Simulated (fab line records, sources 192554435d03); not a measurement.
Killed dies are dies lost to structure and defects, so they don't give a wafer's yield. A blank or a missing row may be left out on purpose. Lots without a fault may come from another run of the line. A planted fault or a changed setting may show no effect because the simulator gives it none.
A struck lot beside a sound one | flow n5_finfet | 26 steps out of a route of 1938
Sound: wafers L201.3, L201.4, L201.6. Struck: wafers L194.1, L194.2, L194.6. The cause comes at the end.
At each step with rows: each side's tool, then ch and its chambers, then its first start. Under that, the readings that differ: sound wafers | struck wafers | difference of the means | sigmas: that difference in standard deviations of wafers without a fault.
alike: readings whose means differ by less than 2 such deviations, and words and numbers that are the same on both sides. not compared: withheld readings, readings that some wafer has no value for, bounds like >300 that may hide the same value, and numbers for which the record gives no deviation and whose values overlap.
The two part at a step that has a row with sigmas, a row that says differs or no value, or rows on one side only. Numbers that don't overlap but have no deviation are shown without sigmas and don't part them. A reading that every wafer of one side lacks parts them only if that side has two wafers or more.

first, 11 steps without rows for these wafers: N5_BEOL_M0_SAQP_MANDREL_ETCH_103 (etches a-Si in HBr/Cl2, stops on SiCN, target depth 45 nm, bt time 10 s, time 27 s); N5_BEOL_M0_SAQP_RECESS_104 (chemistry HF/NH3, target SiO2, target depth 18 nm, afs cycles 3, sublimation time 60 s); N5_BEOL_M0_SAQP_COAT_105 (time 60 s, resist thk 100 nm); N5_BEOL_M0_SAQP_ETCH_106 (etches SOC in N2/H2, stops on SiNx, target depth 150 nm); N5_BEOL_M0_SAQP_ETCH_107 (etches SiNx in CH3F/O2, target depth 30 nm); N5_BEOL_M0_SAQP_STRIP_108 (strips in N2/H2); N5_BEOL_M0_SAQP_RECESS_109 (chemistry HF/NH3, target SiO2, target depth 3 nm, afs cycles 1, sublimation time 60 s); N5_BEOL_M0_SAQP_SPACER2_ALD_26 (deposits SiO2, target thk 15 nm, pulse time 1 s, purge time 2 s); N5_BEOL_M0_SAQP_SPACER2_ETCHBACK_27 (etches SiO2 in CHF3/O2, target depth 22.5 nm, time 11.25 s); N5_BEOL_M0_SAQP_MANDREL2_REMOVE_110 (chemistry HBr/Cl2/O2, target a-Si, stops on SiCN, bt time 10 s); N5_BEOL_M0_SAQP_COAT_69 (time 60 s, resist thk 90 nm).
N5_BEOL_M0_SAQP_COAT_72: time 60 s, resist thk 15 nm.
  sound on litho_track-04 ch 0, day 11 07:38; struck on litho_track-03 ch 0, day 9 12:27
  reading                                         | sound                | struck               | difference | sigmas
  spin_speed_rpm (rpm)                            | 1500.8 1500.2 1501.1 | 1322.0 1320.5 1320.0 | -179.9     | -99 or more
  model.SiARC_of_BEOL_M0_SAQP_COAT_72.thk_nm (nm) | 15 15 15             | 16 16 16             | +1         |
  alike: heater_power_total_W
then, 9 steps without rows for these wafers: N5_BEOL_M0_SAQP_COAT_87 (time 60 s, resist thk 5 nm); N5_BEOL_M0_SAQP_COAT_34 (resist thk 30 nm); N5_BEOL_M0_SAQP_EBR_36; N5_BEOL_M0_SAQP_SOFTBAKE_35 (time 60 s); N5_BEOL_M0_SAQP_EXPOSE_37 (exposes mask M0 CUT1, target cd 30 nm); N5_BEOL_M0_SAQP_PEB_38 (peb time 60 s); N5_BEOL_M0_SAQP_DEVELOP_39 (develop time 30 s); N5_BEOL_M0_SAQP_DESCUM_45 (chemistry O2, time 7 s); N5_BEOL_M0_SAQP_ETCH_88 (etches underlayer in N2/H2, target depth 6.5 nm, time 5.2 s).
N5_BEOL_M0_SAQP_ETCH_73: etches SiARC in CF4, target depth 19.5 nm, time 32.5 s.
  sound on rie_diel-04 ch 0,1,2, day 11 08:04; struck on rie_diel-01 ch 1,3, day 9 12:57
  reading                  | sound          | struck            | difference | sigmas
  etch_rf_on_time_s (s)    | 32.3 32.2 30.7 | 33.5 36.0 35.5    | +3.3       | +3
  model.etch.depth_nm (nm) | 15.01 15.01 15 | 15.97 15.96 15.94 | +0.95      |
  alike: bias_w, drypump_motor_current_A, oes_product_au, rf_fwd_power_W, rf_vpp_V, showerhead_plenum_p_Torr, throttle_valve_pct
  not compared: rf_hours_counter_h
N5_BEOL_M0_SAQP_CUT_ETCH_46: etches SOC in N2/H2, target depth 135 nm, overetch 27 nm, time 202.5 s.
  sound on rie_diel-04 ch 0,1,2, day 11 08:07; struck on rie_diel-01 ch 1,3, day 9 12:59
  alike: bias_w, drypump_motor_current_A, rf_fwd_power_W, rf_vpp_V, showerhead_plenum_p_Torr, throttle_valve_pct
  not compared: rf_hours_counter_h, model.SiARC_of_BEOL_M0_SAQP_COAT_72.thk_nm
then, 1 step without rows for these wafers: N5_BEOL_M0_SAQP_STRIP_74 (strips in N2/H2).
-- the record jumps here: 3 days lie between the struck wafers' starts before and after (it left off in module BEOL_M0_SAQP and takes up again in module BEOL_M4, whose first step shown is number 1111 of the route) --
N5_BEOL_M4_RC_MEAS_101:
  sound on prober-01 ch 0, day 13 21:56; struck on prober-01 ch 0, day 12 12:58
  alike: DIBL_N, DIBL_P, IOFF_N, IOFF_P, ION_N, ION_P, SS_N, SS_P, VT_N, VT_P
-- the record jumps here: 5 days lie between the struck wafers' starts before and after (it left off in module BEOL_M4 and takes up again in module PASSIVATION, whose first step shown is number 1936 of the route) --
N5_PASSIVATION_PROBE_49:
  sound on prober-01, day 18 11:02; struck on prober-02, day 17 14:32
  reading         | sound    | struck | difference | sigmas
  killed_at_M4_up | 21 15 32 | 4 4 5  | -18        | -3
  alike: defect_limited_yield, killed_at_M0_to_M3, killed_at_contacts, killed_at_front_end, killed_at_other, killed_dies, killed_on_rim, killed_open, killed_short, sort_bin_4_leakage, sort_bin_5_function, sort_bin_6_memory, sort_n_pass, sort_yield_pct

WHERE THEY PART
First at N5_BEOL_M0_SAQP_COAT_72; last, within this record, at N5_PASSIVATION_PROBE_49.

WHY: what the simulator had put in
Process parameter drift: litho_track-03, from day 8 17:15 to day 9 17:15, at N5_BEOL_M0_SAQP_COAT_72. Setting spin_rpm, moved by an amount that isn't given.
